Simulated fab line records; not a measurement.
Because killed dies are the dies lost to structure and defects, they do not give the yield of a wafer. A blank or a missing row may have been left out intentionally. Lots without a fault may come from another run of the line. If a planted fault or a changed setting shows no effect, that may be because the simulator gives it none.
The tool behind it: which one? | flow n5-finfet | route of 1938 steps, sampled at 1 step: 24 lots, 72 wafers

WHAT THE GAUGES SHOWED, per wafer
N5_FIN_CUT_INSPECT_10: inspects for defects (brightfield).
lot  | measured    | on                | raw-defect-count
L074 | day 2 03:36 | defect-inspect-01 | 34 53 33
L075 | day 2 10:01 | defect-inspect-01 | 47 52 30
L076 | day 2 15:52 | defect-inspect-02 | 65 33 27
L077 | day 2 21:18 | defect-inspect-02 | 41 39 54
L078 | day 3 03:12 | defect-inspect-02 | 61 37 41
L079 | day 3 10:28 | defect-inspect-02 | 33 43 49
L080 | day 3 14:43 | defect-inspect-01 | 50 58 29
L081 | day 3 20:56 | defect-inspect-01 | 34 38 71
L082 | day 4 03:48 | defect-inspect-01 | 38 39 44
L083 | day 4 08:40 | defect-inspect-01 | 48 48 37
L084 | day 4 14:50 | defect-inspect-01 | 41 44 31
L085 | day 4 21:11 | defect-inspect-02 | 40 47 41
L086 | day 5 02:47 | defect-inspect-02 | 49 50 47
L087 | day 5 08:26 | defect-inspect-02 | 45 50 59
L088 | day 5 15:39 | defect-inspect-01 | 37 24 21
L089 | day 5 21:01 | defect-inspect-02 | 35 33 43
L090 | day 6 03:53 | defect-inspect-02 | 54 65 44
L091 | day 6 10:08 | defect-inspect-02 | 40 33 52
L092 | day 6 16:04 | defect-inspect-01 | 43 30 50
L093 | day 6 21:53 | defect-inspect-02 | 56 49 40
L094 | day 7 02:45 | defect-inspect-02 | 48 51 37
L095 | day 7 08:38 | defect-inspect-02 | 59 73 52
L096 | day 7 15:11 | defect-inspect-01 | 34 36 23
L097 | day 7 23:37 | defect-inspect-02 | 19 55 43

WHAT TOOL EACH LOT RAN ON (gives the tool, then ch and the chambers of the sampled wafers, and finally the start)
Record: no process step prior to these readings.

AS READ BY THE TOOLS THEMSELVES (means over the sampled wafers that have a number; for cases with no such wafer, the mark the record gives instead)
The record holds no such reading with a usual standard deviation.

THE ANSWER, worked out from the rows above alone
Rule: the lots themselves supply what counts as usual. Put in order of their means at a reading, lots are off if they are a third of the lots or fewer, leave a main group of 4 or more, and stand apart from it by a gap of 3 or more times the standard deviation of the main group's means; of several such gaps the widest counts. A main group is skipped when, at the precision printed for the reading in the tables above, its means are all equal. Also off: a lot with no number at a reading for which 4 or more lots have one. All remaining lots with rows at the step are treated as sound. Order of review: gauges by route order, followed by the tools' own readings, for which a lot's mean as printed above is used. At the first step where some lot is off, the reading lying furthest off is the one used; lots without a number count as furthest.
No lot is off at any reading shown: from this, nothing can be told.

WHAT THE SIMULATOR HAD PUT IN
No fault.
